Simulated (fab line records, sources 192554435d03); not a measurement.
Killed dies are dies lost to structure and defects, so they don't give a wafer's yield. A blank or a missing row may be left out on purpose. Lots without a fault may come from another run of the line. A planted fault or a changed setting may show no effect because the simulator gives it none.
fab line records | flow n5_finfet
record lots=8 wafers=22 last_day=18
route steps=1938 shown MOL_CONTACT_COAG@606 BEOL_M4@1111 PASSIVATION@1936
lots that met no fault: from a run of the same line without faults
start_h: hours from the record's first day to the start of the lot's first wafer shown | wait_h: hours since the lot's step before | " the same as in the row above | L1.1+2: a row that stands for several wafers | - no value, or no start given | * or withheld: withheld | < > ~ a bound
route shown NAME@n: a module of which the file shows steps, and the number in the route of the first | usual: mean/standard deviation of fault-free wafers | same: alike in all rows | chamber/n: place in a boat | sites: the reading at each site | _std_site: their standard deviation | _edge_site: outer sites' mean less inner sites' | radius_mm: how far each site lies from the wafer's centre | mask NAME#n: copy n | behind: the tool/chamber that last shaped the wafer | hold: why the lot was held/for how many hours/how that ended | device: the transistor (n, p or np) that didn't switch | end of line: the same wafers' tests at the end of the route | a step without rows: its recipe alone | killed: dies lost to structure and defects at the first sort, not the wafer's yield | map: a wafer's dies, x killed, . not, _ none there
set.NAME: the setting as run; set.NAME@STEP: as run at that earlier step | model.NAME: the simulator's own value behind a step, which no gauge read
steps of the route over a sample of lots; a table a step, a row a wafer
services: from which hour (start_h, from the record's first day; less than 0 if before it) a tool's chamber was out of use, for how many hours, and why
## steps
# step N5_MOL_CONTACT_COAG_ETCH_65
# recipe chemistry=N2/H2 target=underlayer target_depth_a=130 mask_material=CAR-EUV time_s=10.4 ion_energy_ev=200 pressure_mtorr=30 source_w=840 bias_w=150 n2_flow_sccm=200 h2_flow_sccm=200 ends=cleared
# usual bias_w=150.0/0.45 chamber_pressure_mTorr=30.00/0.03 drypump_motor_current_A=5.6/0.62 etch_rf_on_time_s=10.45/0.25 h2_flow_sccm=200.0/0.6 oes_product_au=0.67/0.07 rf_vpp_V=524.7/2.3 showerhead_plenum_p_Torr=2.57/0.071 throttle_valve_pct=17.71/0.26
# columns lot.wafer tool chamber start_h wait_h bias_w chamber_pressure_mTorr drypump_motor_current_A etch_rf_on_time_s h2_flow_sccm oes_product_au rf_hours_counter_h rf_vpp_V showerhead_plenum_p_Torr throttle_valve_pct
L471.2 rie_diel-02 0 120.47 0.0 150.2 29.98 5.5 10.02 200.2 0.70 107 523.7 2.58 17.79
L471.3 " 2 " " 149.7 30.01 4.7 10.64 199.5 0.69 97 527.5 2.65 17.28
L471.5 " 3 " " 149.9 30.04 6.5 10.64 200.1 0.61 - 522.8 2.54 17.94
L472.1 rie_diel-02 0 125.02 0.0 150.0 29.99 5.5 10.07 199.4 0.69 110 525.1 2.58 17.77
L472.2 " 3 " " 149.9 29.90 6.5 10.60 199.5 0.60 187 524.8 2.53 17.95
L472.6 " 2 " " 149.4 30.00 4.7 10.71 199.3 0.68 - 527.0 2.65 17.29
L474.2 rie_diel-06 1 135.56 0.0 150.7 30.01 5.5 10.66 200.8 0.59 223 526.0 2.59 17.99
L474.3 " 2 " " 149.2 30.00 6.4 10.24 200.4 0.82 10 528.2 2.71 17.48
L474.5 " 3 " " 150.0 30.04 5.7 10.61 199.5 0.58 - 520.6 2.48 17.63
L477.4 rie_diel-06 1 160.35 0.0 149.5 29.96 5.6 10.72 200.2 0.59 231 527.5 2.58 18.01
L477.5 " 3 " " 150.0 30.02 5.7 10.65 200.4 0.58 - 523.8 2.47 17.64
L479.4 rie_diel-02 0 168.39 0.0 149.5 29.97 5.5 10.06 199.6 0.69 124 523.6 2.57 17.80
L479.6 " 2 " " 149.8 29.94 4.7 10.67 199.5 0.68 - 527.5 2.64 17.31
L487.1 rie_diel-06 2 214.42 0.0 150.4 30.01 6.4 10.25 199.5 0.75 42 528.3 2.69 17.53
L487.2 " 0 " " 149.7 29.99 4.8 10.39 200.6 0.72 65 521.9 2.50 17.97
L487.6 " 2 " " 150.1 30.04 6.4 10.18 199.7 0.75 - 527.4 2.69 17.52
L488.2 rie_diel-06 0 219.90 0.0 149.9 30.02 4.8 10.61 200.3 0.71 67 522.4 2.50 17.98
L488.3 " 2 " " 150.0 29.99 6.4 10.24 199.1 0.75 44 529.3 2.69 17.52
L488.6 " 2 " " 149.5 30.00 6.4 10.33 198.8 0.75 - 527.9 2.69 17.52
L491.1 rie_diel-02 3 239.21 0.0 149.8 30.00 6.5 10.85 199.4 0.57 232 522.6 2.52 18.02
L491.2 " 2 " " 149.9 30.04 4.7 10.83 198.8 0.65 142 526.1 2.63 17.35
L491.4 " 0 " " 149.4 29.98 5.5 10.27 200.9 0.66 153 523.3 2.56 17.85
# step N5_MOL_CONTACT_COAG_ETCHBACK_136
# recipe chemistry=CHF3 target=SiO2 target_depth_a=250 time_s=16.7 ion_energy_ev=200 pressure_mtorr=30 source_w=610 bias_w=170 Ar_flow_sccm=200 CHF3_flow_sccm=50
# usual bias_w=170.0/0.53 drypump_motor_current_A=5.7/0.58 mfc_ar_sccm=200.0/0.6 oes_product_au=0.79/0.085 rf_vpp_V=522/12 showerhead_plenum_p_Torr=2.40/0.081 throttle_valve_pct=18.64/0.21
# columns lot.wafer tool chamber start_h wait_h bias_w drypump_motor_current_A mfc_ar_sccm oes_product_au rf_hours_counter_h rf_vpp_V showerhead_plenum_p_Torr throttle_valve_pct
L471.2 rie_diel-02 0 121.19 0.0 169.6 5.5 200.1 0.82 108 516 2.39 18.54
L471.3 " 3 " " 169.7 6.5 200.2 0.71 185 507 2.36 18.83
L471.5 " 0 " " 169.0 5.5 200.3 0.81 - 518 2.39 18.54
L472.1 rie_diel-02 2 125.62 0.0 169.9 4.7 201.3 0.80 100 527 2.49 18.35
L472.2 " 1 " " 170.0 5.3 199.5 0.76 155 535 2.40 18.70
L472.6 " 1 " " 169.6 5.3 199.5 0.76 - 535 2.40 18.70
L474.2 rie_diel-05 0 135.96 0.0 169.7 5.5 199.5 0.80 99 523 2.30 18.55
L474.3 " 1 " " 169.4 5.4 199.0 0.69 226 503 2.36 18.74
L474.5 " 1 " " 169.1 5.4 199.2 0.69 - 502 2.36 18.73
L477.4 rie_diel-05 1 160.76 0.0 170.5 5.4 200.1 0.68 237 504 2.35 18.77
L477.5 " 0 " " 170.0 5.5 200.8 0.81 - 523 2.30 18.56
L479.4 rie_diel-06 0 168.79 0.0 170.7 4.8 200.1 0.88 45 535 2.29 18.36
L479.6 " 0 " " 171.1 4.8 200.3 0.88 - 535 2.29 18.36
L487.1 rie_diel-02 3 215.10 0.0 168.6 6.4 200.5 0.69 223 505 2.35 18.87
L487.2 " 2 " " 169.9 4.7 200.4 0.76 134 528 2.48 18.41
L487.6 " 3 " " 169.8 6.4 200.5 0.68 - 505 2.35 18.88
L488.2 rie_diel-05 3 220.31 0.0 169.3 5.7 200.0 0.89 22 533 2.32 18.70
L488.3 " 0 " " 169.2 5.5 200.2 0.78 121 523 2.30 18.61
L488.6 " 0 " " 169.1 5.4 199.4 0.78 - 524 2.30 18.60
L491.1 rie_diel-05 3 239.65 0.0 169.8 5.7 199.2 0.87 32 534 2.31 18.71
L491.2 " 1 " " 170.3 5.5 199.9 0.99 1 504 2.35 18.39
L491.4 " 2 " " 170.4 6.4 200.4 0.84 50 531 2.53 18.65
# step N5_MOL_CONTACT_COAG_ETCH_48
# recipe chemistry=C4F6/O2 target_depth_a=150 overetch_a=45 mask_material=SOC target=SiOC bias_w=465 pressure_mtorr=10 time_s=17 source_w=335 Ar_flow_sccm=300 C4F6_flow_sccm=10 O2_flow_sccm=10 ion_energy_ev=576
# usual C4F6_flow_sccm=10.002/0.028 O2_flow_sccm=10.00/0.032 bias_w=465.0/1.4 drypump_motor_current_A=5.7/0.59 mfc_ar_sccm=300.1/0.87 oes_product_au=0.68/0.079 rf_vpp_V=1583/35 showerhead_plenum_p_Torr=2.86/0.096 throttle_valve_pct=40.5/0.5
# columns lot.wafer tool chamber start_h wait_h C4F6_flow_sccm O2_flow_sccm bias_w drypump_motor_current_A mfc_ar_sccm oes_product_au rf_hours_counter_h rf_vpp_V showerhead_plenum_p_Torr throttle_valve_pct
L471.2 rie_diel-02 0 121.29 0.0 9.971 10.02 465.4 5.5 299.2 0.70 108 1567 2.85 40.3
L471.3 " 3 " " 9.960 9.98 465.0 6.4 300.5 0.61 185 1537 2.81 40.4
L471.5 " 0 " " 9.984 10.05 466.2 5.5 300.2 0.71 - 1568 2.85 40.3
L472.1 rie_diel-02 2 125.73 0.0 9.997 10.02 464.3 4.7 300.4 0.69 100 1598 2.97 39.6
L472.2 " 1 " " 9.940 10.01 465.1 5.3 300.1 0.66 155 1618 2.87 40.5
L472.6 " 1 " " 9.964 9.96 465.4 5.3 300.1 0.63 - 1619 2.87 40.5
L474.2 rie_diel-05 0 136.06 0.0 9.974 9.93 465.8 5.5 301.0 0.64 99 1584 2.74 40.2
L474.3 " 1 " " 10.025 10.00 466.5 5.5 300.6 0.58 226 1531 2.82 40.8
L474.5 " 1 " " 9.995 10.03 466.8 5.5 302.5 0.57 - 1532 2.82 40.8
L477.4 rie_diel-05 1 160.86 0.0 10.010 9.99 462.4 5.5 300.3 0.63 237 1531 2.81 40.8
L477.5 " 0 " " 9.987 9.92 463.5 5.4 299.5 0.71 - 1584 2.74 40.3
L479.4 rie_diel-06 0 168.89 0.0 10.022 10.00 463.1 4.9 300.0 0.77 45 1620 2.74 40.2
L479.6 " 0 " " 10.009 10.03 466.0 4.8 298.6 0.79 - 1622 2.74 40.2
L487.1 rie_diel-02 3 215.20 0.0 - - - - - - - - - -
L487.2 " 2 " " - - - - - - - - - -
L487.6 " 3 " " - - - - - - - - - -
L488.2 rie_diel-05 3 220.41 0.0 - - - - - - - - - -
L488.3 " 0 " " - - - - - - - - - -
L488.6 " 0 " " - - - - - - - - - -
L491.1 rie_diel-05 3 239.76 0.0 10.022 10.04 464.7 5.7 298.7 0.75 32 1614 2.76 41.1
L491.2 " 1 " " 9.991 10.01 466.6 5.4 299.5 0.91 1 1529 2.81 40.8
L491.4 " 2 " " 9.996 9.98 465.5 6.5 299.0 0.75 50 1607 3.00 41.0
# step N5_MOL_CONTACT_COAG_STRIP_49
# recipe chemistry=N2/H2 time_s=30 power_w=1000 temp_c=250 pressure_mtorr=withheld n2_flow_sccm=1750 h2_flow_sccm=3250
# usual drypump_motor_current_A=5.7/0.55 h2_flow_sccm=3253/11 heater_power_w=332/42
# columns lot.wafer tool chamber start_h wait_h drypump_motor_current_A h2_flow_sccm heater_power_w rf_hours_counter_h
L471.2 plasma_asher-02 1 121.43 - 6.1 3260 390 91
L471.3 " 1 " " 6.1 3249 391 -
L471.5 " 0 " " 4.9 3255 291 -
L472.1 plasma_asher-02 1 125.86 - 6.1 3268 382 92
L472.2 " 0 " " 4.9 3246 292 92
L472.6 " 1 " " 6.1 3259 395 -
L474.2 plasma_asher-01 0 136.20 - 6.2 3252 309 51
L474.3 " 1 " " 5.8 3282 339 -
L474.5 " 1 " " 5.9 3272 338 -
L477.4 plasma_asher-01 1 161.01 - 5.8 3239 333 -
L477.5 " 1 " " 5.9 3243 330 -
L479.4 plasma_asher-02 0 169.05 - 4.9 3259 292 -
L479.6 " 0 " " 4.9 3249 291 -
L487.1 plasma_asher-02 1 215.33 - 6.1 3274 394 109
L487.2 " 0 " " 4.9 3262 287 109
L487.6 " 1 " " 6.1 3255 384 -
L488.2 plasma_asher-02 1 220.54 - 6.1 3251 386 110
L488.3 " 0 " " 4.9 3265 288 -
L488.6 " 1 " " 6.1 3246 391 -
L491.1 plasma_asher-01 0 239.89 - 6.2 3251 300 72
L491.2 " 1 " " 5.9 3237 335 72
L491.4 " 1 " " 5.8 3227 322 -
# step N5_BEOL_M4_RC_MEAS_101
# usual DIBL_N=37.1/2.4 DIBL_P=37/3 IOFF_N=0.18/0.053 IOFF_P=0.21/0.05 ION_N=674/14 ION_P=459/9.2 SS_N=72.1/0.9 SS_P=73.4/0.89 VT_N=250/3.8 VT_P=-251/3.7
# columns lot.wafer tool chamber start_h wait_h DIBL_N[mV/V] DIBL_P[mV/V] IOFF_N[nA/um] IOFF_P[nA/um] ION_N[uA/um] ION_P[uA/um] SS_N[mV/dec] SS_P[mV/dec] VT_N[mV] VT_P[mV]
L472.1 prober-01 0 200.63 0.2 35.0 34 0.13 0.16 664 455 71.5 73.0 253 -251
L472.2 " 0 " " 34.1 32 0.12 0.14 652 445 71.4 72.2 256 -257
L472.6 " 0 " " 36.0 35 0.14 0.17 664 453 71.1 72.8 255 -255
L471.2 prober-01 0 205.80 0.2 37.7 39 0.20 0.25 688 467 71.6 73.7 248 -248
L471.3 " 0 " " 36.7 37 0.19 0.23 681 464 72.0 72.7 245 -248
L471.5 " 0 " " 37.9 38 0.20 0.23 664 453 73.0 73.8 247 -248
L474.2 prober-01 0 210.38 0.2 37.7 40 0.19 0.22 671 459 72.5 74.4 250 -251
L474.3 " 0 " " 34.9 36 0.13 0.18 657 450 71.4 73.3 253 -253
L474.5 " 0 " " 36.0 36 0.16 0.18 679 457 72.1 72.9 250 -254
L477.4 prober-01 0 230.08 0.5 39.7 37 0.20 0.19 670 449 73.0 74.5 251 -256
L477.5 " 0 " " 34.1 32 0.10 0.13 651 446 71.8 72.7 259 -258
L479.4 prober-01 0 234.68 0.5 35.6 36 0.17 0.20 678 462 72.4 73.2 250 -251
L479.6 " 0 " " 37.2 38 0.22 0.23 698 465 71.5 74.4 244 -250
L491.1 prober-01 0 312.45 0.0 34.9 35 0.13 0.16 662 456 71.0 73.0 254 -253
L491.2 " 0 " " 37.6 38 0.16 0.19 662 448 71.7 73.5 254 -253
L491.4 " 0 " " 37.8 39 0.19 0.22 681 460 71.8 73.7 249 -252
# step N5_PASSIVATION_PROBE_49
# usual defect_limited_yield=91.6/1.4 killed_at_M0_to_M3=32/9.5 killed_at_M4_up=13/6 killed_at_contacts=12/5.6 killed_at_front_end=39/11 killed_at_other=2.8/2.3 killed_dies=99/16 killed_on_rim=12/3.4 killed_open=65/12 killed_short=32/7.6 sort_bin_5_function=4.8/0.88 sort_bin_6_memory=3.2/0.65 sort_n_pass=1077/29 sort_yield_pct=91.2/2.5
# same gross_dies=1180 killed_at_back_side=0 sort_bin_4_leakage[%]=0 sort_bin_8_speed[%]=0
# columns lot.wafer tool chamber start_h wait_h defect_limited_yield[%] killed_at_M0_to_M3 killed_at_M4_up killed_at_contacts killed_at_front_end killed_at_other killed_dies killed_on_rim killed_open killed_short sort_bin_5_function[%] sort_bin_6_memory[%] sort_n_pass sort_yield_pct[%]
L472.1 prober-02 - 311.71 0.0 93.0 28 9 19 22 5 83 6 55 27 4.2 2.7 1097 93.0
L472.2 prober-02 - 311.76 0.1 91.5 34 10 12 43 1 100 12 70 29 5.5 2.8 1080 91.5
L472.6 prober-02 - 311.96 0.3 90.2 21 19 18 54 4 116 11 76 40 6.2 3.0 1064 90.2
L471.2 prober-02 - 319.90 0.1 93.0 27 8 10 34 4 83 9 65 18 4.4 2.5 1097 93.0
L471.3 prober-02 - 319.95 0.1 90.9 33 12 15 38 9 107 20 73 34 4.9 4.1 1073 90.9
L471.5 prober-02 - 320.05 0.2 91.6 26 15 11 42 5 99 7 62 37 4.7 3.5 1081 91.6
L474.2 prober-02 - 322.64 0.1 91.2 53 11 11 29 0 104 10 63 41 4.9 3.6 1076 91.2
L474.3 prober-02 - 322.69 0.1 91.2 34 11 7 50 2 104 16 70 32 4.7 4.0 1076 91.2
L474.5 prober-02 - 322.79 0.2 91.9 33 8 12 40 3 96 14 66 30 4.7 3.1 1084 91.9
L477.4 prober-01 - 335.43 0.2 89.4 36 20 12 54 3 125 16 72 52 6.8 3.2 1055 89.4
L477.5 prober-01 - 335.48 0.2 91.9 36 15 18 23 3 95 11 62 31 5.1 2.6 1085 91.9
L479.4 prober-02 - 337.42 0.2 91.9 32 12 8 41 3 96 12 66 30 4.2 3.6 1084 91.9
L479.6 prober-02 - 337.52 0.3 90.3 37 9 6 59 4 115 13 67 40 4.5 4.2 1065 90.3
L487.1 prober-02 - 391.32 0.0 0 26 20 1090 38 6 1180 152 64 32 96.6 3.1 0 0
L487.2 prober-02 - 391.37 0.1 0 21 10 1115 29 5 1180 152 54 24 97.9 2.0 0 0
L487.6 prober-02 - 391.57 0.3 0 34 18 1093 31 4 1180 152 67 38 96.1 3.7 0 0
L488.2 prober-01 - 394.98 0.1 0 54 6 1071 48 1 1180 152 76 41 95.3 4.3 0 0
L488.3 prober-01 - 395.03 0.1 0 29 15 1083 51 2 1180 152 72 39 95.9 3.4 0 0
L488.6 prober-01 - 395.18 0.3 0 31 14 1069 60 6 1180 152 83 41 95.8 3.8 0 0
L491.1 prober-02 - 422.93 0.0 91.6 21 25 4 40 9 99 11 65 33 4.8 3.1 1081 91.6
L491.2 prober-02 - 422.98 0.1 89.6 29 20 12 55 7 123 17 75 41 5.9 4.0 1057 89.6
L491.4 prober-02 - 423.08 0.2 91.6 33 9 7 49 1 99 8 56 37 4.6 2.8 1081 91.6
# killed by level:class
L472.1 MOL_CONTACT_COAG:geometric_particle:open=12 MOL_CONTACT_COAG:geometric_particle:short=7 BEOL_M0_SAQP:geometric_particle:short=7 STI_FIN_REVEAL:geometric_particle:open=5 DUMMY_GATE:geometric_particle:open=5 BEOL_M1:geometric_particle:open=5 BEOL_M2:geometric_particle:open=5 BEOL_M3:geometric_particle:open=5
L472.2 MOL_CONTACT_COAG:geometric_particle:open=11 BEOL_M2:geometric_particle:open=9 FIN_SAQP:geometric_particle:open=8 STI_FIN_REVEAL:geometric_particle:open=8 BEOL_M0_SAQP:geometric_particle:short=7 DUMMY_GATE:geometric_particle:open=7 BEOL_M0:geometric_particle:open=5 BEOL_M4:geometric_particle:open=5
L472.6 FIN_SAQP:geometric_particle:open=20 MOL_CONTACT_COAG:geometric_particle:open=12 FIN_SAQP:geometric_particle:short=8 GATE_CUT:geometric_particle:short=7 MOL_CONTACT_COAG:geometric_particle:short=6 BEOL_M7:geometric_particle:open=6 BEOL_M0_SAQP:geometric_particle:short=5 BEOL_M1:geometric_particle:open=4
L471.2 FIN_SAQP:geometric_particle:open=10 STI_FIN_REVEAL:geometric_particle:open=9 MOL_CONTACT_COAG:geometric_particle:open=8 BEOL_M2:geometric_particle:open=7 BEOL_M0_SAQP:geometric_particle:open=6 GATE_CUT:geometric_particle:short=4 BEOL_M0_SAQP:geometric_particle:short=4 BEOL_M4:geometric_particle:open=4
L471.3 FIN_SAQP:geometric_particle:open=14 MOL_CONTACT_COAG:geometric_particle:open=13 BEOL_M1:geometric_particle:open=12 FIN_SAQP:geometric_particle:short=6 MIM_TOP_ETCH:geometric_particle:short=5 STI_FIN_REVEAL:geometric_particle:open=5 BEOL_M0_SAQP:geometric_particle:open=5 DUMMY_GATE:geometric_particle:open=4
L471.5 FIN_SAQP:geometric_particle:short=11 MOL_CONTACT_COAG:geometric_particle:open=10 FIN_SAQP:geometric_particle:open=8 STI_FIN_REVEAL:geometric_particle:open=8 BEOL_M0_SAQP:geometric_particle:open=8 BEOL_M0_SAQP:geometric_particle:short=7 BEOL_M3:geometric_particle:open=4 BEOL_M4:geometric_particle:open=4
L474.2 BEOL_M1:geometric_particle:open=13 BEOL_M2:geometric_particle:open=12 MOL_CONTACT_COAG:geometric_particle:open=9 BEOL_M0_SAQP:geometric_particle:short=8 BEOL_M3:geometric_particle:short=7 FIN_SAQP:geometric_particle:short=6 ILD0:geometric_particle:short=6 BEOL_M0_SAQP:geometric_particle:open=6
L474.3 STI_FIN_REVEAL:geometric_particle:open=14 FIN_SAQP:geometric_particle:open=10 FIN_SAQP:geometric_particle:short=9 BEOL_M3:geometric_particle:open=8 BEOL_M0_SAQP:geometric_particle:short=7 BEOL_M2:geometric_particle:open=6 BEOL_M1:geometric_particle:open=5 DUMMY_GATE:geometric_particle:open=5
L474.5 STI_FIN_REVEAL:geometric_particle:open=11 BEOL_M3:geometric_particle:open=11 MOL_CONTACT_COAG:geometric_particle:open=9 FIN_SAQP:geometric_particle:open=5 BEOL_M2:geometric_particle:open=5 BEOL_M0_SAQP:geometric_particle:open=4 FIN_SAQP:geometric_particle:short=3 FIN_CUT:geometric_particle:short=3
L477.4 BEOL_M0_SAQP:geometric_particle:short=18 FIN_SAQP:geometric_particle:open=12 BEOL_M0_SAQP:geometric_particle:open=12 BEOL_M4:geometric_particle:open=11 FIN_SAQP:geometric_particle:short=10 MOL_CONTACT_COAG:geometric_particle:open=10 GATE_CUT:geometric_particle:short=6 STI_FIN_REVEAL:geometric_particle:open=5
L477.5 MOL_CONTACT_COAG:geometric_particle:open=16 BEOL_M0_SAQP:geometric_particle:open=14 BEOL_M0_SAQP:geometric_particle:short=13 FIN_SAQP:geometric_particle:short=6 STI_FIN_REVEAL:geometric_particle:open=5 BEOL_M4:geometric_particle:open=5 FIN_SAQP:geometric_particle:open=4 BEOL_M4:geometric_particle:short=4
L479.4 STI_FIN_REVEAL:geometric_particle:open=10 BEOL_M4:geometric_particle:open=10 BEOL_M0_SAQP:geometric_particle:open=8 FIN_SAQP:geometric_particle:short=7 MOL_CONTACT_COAG:geometric_particle:open=7 FIN_SAQP:geometric_particle:open=6 GATE_CUT:geometric_particle:short=6 BEOL_M0_SAQP:geometric_particle:short=6
L479.6 STI_FIN_REVEAL:geometric_particle:open=10 GATE_CUT:geometric_particle:open=10 BEOL_M0_SAQP:geometric_particle:short=10 BEOL_M0_SAQP:geometric_particle:open=9 GATE_CUT:geometric_particle:short=8 BEOL_M2:geometric_particle:open=8 FIN_SAQP:geometric_particle:short=7 HKMG_FIN:area_etch=7
L487.1 MOL_CONTACT_COAG:area_etch=1083 FIN_SAQP:geometric_particle:open=9 BEOL_M4:geometric_particle:open=9 STI_FIN_REVEAL:geometric_particle:open=8 BEOL_M3:geometric_particle:open=7 MOL_CONTACT_COAG:geometric_particle:open=6 FIN_SAQP:geometric_particle:short=5 BEOL_M0_SAQP:geometric_particle:open=4
L487.2 MOL_CONTACT_COAG:area_etch=1102 MOL_CONTACT_COAG:geometric_particle:open=12 BEOL_M3:geometric_particle:open=6 FIN_SAQP:geometric_particle:open=5 STI_FIN_REVEAL:geometric_particle:open=4 DUMMY_GATE:geometric_particle:open=4 BEOL_M1:geometric_particle:open=4 BEOL_M1:geometric_particle:short=4
L487.6 MOL_CONTACT_COAG:area_etch=1075 STI_FIN_REVEAL:geometric_particle:open=15 MOL_CONTACT_COAG:geometric_particle:open=13 BEOL_M0_SAQP:geometric_particle:open=9 BEOL_M1:geometric_particle:open=7 BEOL_M0_SAQP:geometric_particle:short=6 BEOL_M4:geometric_particle:open=6 MOL_CONTACT_COAG:geometric_particle:short=5
L488.2 MOL_CONTACT_COAG:area_etch=1063 FIN_SAQP:geometric_particle:open=18 BEOL_M1:geometric_particle:short=16 BEOL_M1:geometric_particle:open=14 BEOL_M2:geometric_particle:open=9 FIN_SAQP:geometric_particle:short=7 MOL_CONTACT_COAG:geometric_particle:open=7 BEOL_M0_SAQP:geometric_particle:open=6
L488.3 MOL_CONTACT_COAG:area_etch=1068 FIN_SAQP:geometric_particle:short=13 FIN_SAQP:geometric_particle:open=12 MOL_CONTACT_COAG:geometric_particle:open=12 DUMMY_GATE:geometric_particle:open=7 BEOL_M2:geometric_particle:open=7 STI_FIN_REVEAL:geometric_particle:open=6 BEOL_M0_SAQP:geometric_particle:open=5
L488.6 MOL_CONTACT_COAG:area_etch=1056 FIN_SAQP:geometric_particle:open=14 FIN_SAQP:geometric_particle:short=11 MOL_CONTACT_COAG:geometric_particle:open=11 DUMMY_GATE:geometric_particle:open=10 STI_FIN_REVEAL:geometric_particle:open=9 BEOL_M5:geometric_particle:open=7 BEOL_M2:geometric_particle:open=6
L491.1 FIN_SAQP:geometric_particle:open=13 BEOL_M4:geometric_particle:open=12 BEOL_M1:geometric_particle:open=6 FIN_SAQP:geometric_particle:short=4 STI_FIN_REVEAL:geometric_particle:open=4 ILD0:geometric_particle:short=4 BEOL_M4:geometric_particle:short=4 MOL_CONTACT_COAG:geometric_particle:short=3
L491.2 FIN_SAQP:geometric_particle:open=11 BEOL_M4:geometric_particle:open=9 MOL_CONTACT_COAG:geometric_particle:open=9 STI_FIN_REVEAL:geometric_particle:open=8 BEOL_M0_SAQP:geometric_particle:open=7 BEOL_M0_SAQP:geometric_particle:short=6 STARTING-WAFER:geometric_particle:short=5 HKMG_FIN:area_etch=5
L491.4 FIN_SAQP:geometric_particle:short=10 BEOL_M0_SAQP:geometric_particle:short=10 FIN_SAQP:geometric_particle:open=6 BEOL_M2:geometric_particle:open=6 DUMMY_GATE:geometric_particle:open=6 HKMG_FIN:area_etch=6 BEOL_M1:geometric_particle:open=5 STI_FIN_REVEAL:geometric_particle:open=4
## services
# columns tool chamber start_h hours kind
plasma_asher-02 - 97.19 2.7 repair
rie_diel-05 2 111.68 4.3 repair
rie_diel-05 3 123.51 - clean
rie_diel-05 3 123.51 - consumable_replace:focus_ring
rie_diel-05 3 123.51 17.8 scheduled_down
rie_diel-05 3 123.51 17.8 vent_cycle
rie_diel-05 0 153.50 6.6 repair
rie_diel-06 3 172.77 - clean
rie_diel-06 3 172.77 - consumable_replace:focus_ring
rie_diel-06 3 172.77 22.0 scheduled_down
rie_diel-06 3 172.77 22.0 vent_cycle
plasma_asher-02 - 193.41 0.7 repair
rie_diel-05 - 198.73 14.6 pm
rie_diel-06 1 206.72 - clean
rie_diel-06 1 206.72 - consumable_replace:focus_ring
rie_diel-06 1 206.72 22.6 scheduled_down
rie_diel-06 1 206.72 22.6 vent_cycle
rie_diel-05 1 216.85 - clean
rie_diel-05 1 216.85 - consumable_replace:focus_ring
rie_diel-05 0 231.06 1.6 repair
rie_diel-06 - 236.71 0.9 repair
## key
first_sign step=N5_MOL_CONTACT_COAG_ETCH_48 reading=tool_record direction=missing
effect step=N5_PASSIVATION_PROBE_49 reading=killed_at_contacts direction=up sigmas=99+ usual=12 struck=1087
more_kills_born_at N5_MOL_CONTACT_COAG_ETCH_48@rie_diel-02=3260 N5_MOL_CONTACT_COAG_ETCH_48@rie_diel-05=3187
met_at N5_MOL_CONTACT_COAG_ETCH_48
struck_lots L487,L488
later_rows_left_out L487.1,L487.2,L487.6,L488.2,L488.3,L488.6
not_acting_at N5_MOL_CONTACT_COAG_ETCH_65,N5_MOL_CONTACT_COAG_ETCHBACK_136,N5_MOL_CONTACT_COAG_STRIP_49
onset_between 160.86 215.20
fault kind=skipped_step_whole tool=rie_diel-02,rie_diel-05 chamber=- onset_h=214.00 steps=N5_MOL_CONTACT_COAG_ETCH_48 scope=struck_lots_only
# later_rows_left_out: the simulator's readings of these wafers behind a module that went badly wrong aren't trusted and aren't shown, but for the sort
